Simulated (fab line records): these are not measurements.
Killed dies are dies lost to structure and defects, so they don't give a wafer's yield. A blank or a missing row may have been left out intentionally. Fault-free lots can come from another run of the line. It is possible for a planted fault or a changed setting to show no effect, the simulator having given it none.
The tool behind it: which one? -- flow n5 finfet -- 30 wafers from 10 lots sampled at 3 of the route's 1938 steps

## WHAT EACH GAUGE READ, for each wafer
N5_BEOL_M8_INSPECT_30: inspects for defects (brightfield).
lot,measured,on,raw defect count
L837,day 9 17:49,defect inspect-01,339 387 307
L836,day 9 18:16,defect inspect-01,372 439 458
L839,day 10 01:05,defect inspect-01,596 539 566
L842,day 10 15:50,defect inspect-02,325 329 389
L848,day 12 19:03,defect inspect-02,366 465 369
L849,day 12 21:10,defect inspect-01,265 364 283
L854,day 13 12:59,defect inspect-01,408 316 302
L855,day 14 09:42,defect inspect-02,379 404 317
L856,day 14 17:23,defect inspect-02,468 494 400
L857,day 14 20:40,defect inspect-01,432 368 345

## WHICH TOOL RAN EACH LOT (tool, then ch and the chambers of the sampled wafers, then the start)
lot,N5_BEOL_M8_DESCUM_16,N5_BEOL_M8_STRIP_19
L837,"rie diel-03 ch 2,3, day 9 13:28","rie diel-01 ch 0,2,3, day 9 13:54"
L836,"rie diel-03 ch 1,2, day 9 15:32","rie diel-06 ch 2,3, day 9 15:55"
L839,"rie diel-06 ch 0,2,3, day 10 00:14","rie diel-06 ch 0,1,3, day 10 00:38"
L842,"rie diel-03 ch 1,3, day 10 12:07","rie diel-06 ch 1,2,3, day 10 12:39"
L848,"rie diel-03 ch 1,3, day 12 13:54","rie diel-01 ch 0,2,3, day 12 14:17"
L849,"rie diel-03 ch 1,3, day 12 20:09","rie diel-03 ch 1,2, day 12 20:34"
L854,"rie diel-01 ch 1,2,3, day 13 11:55","rie diel-03 ch 0,1,3, day 13 12:18"
L855,"rie diel-01 ch 0,1,3, day 14 08:50","rie diel-06 ch 1,2,3, day 14 09:14"
L856,"rie diel-01 ch 0,2,3, day 14 15:41","rie diel-06 ch 0,1,2, day 14 16:05"
L857,"rie diel-01 ch 0,1,3, day 14 19:02","rie diel-01 ch 1,3, day 14 19:26"
- N5_BEOL_M8_DESCUM_16: chemistry O2, time 7.9 s.
- N5_BEOL_M8_STRIP_19: strips in O2.

## THE ANSWER, worked out from the rows above alone
Rule: the lots themselves supply what counts as usual. Put in order of their means at a reading, lots are off if they are a third of the lots or fewer, leave a main group of 4 or more, and stand apart from it by a gap of 3 or more times the standard deviation of the main group's means; of several such gaps the widest counts. If all means in a main group match to the digits the tables above print for the reading, that group is not used. Also off: a lot with no number at a reading for which 4 or more lots have one. The other lots that the step has rows for count as sound.
No lot is off on any of the readings shown, so nothing can be concluded from this.

## WHAT HAD BEEN PUT IN BY THE SIMULATOR
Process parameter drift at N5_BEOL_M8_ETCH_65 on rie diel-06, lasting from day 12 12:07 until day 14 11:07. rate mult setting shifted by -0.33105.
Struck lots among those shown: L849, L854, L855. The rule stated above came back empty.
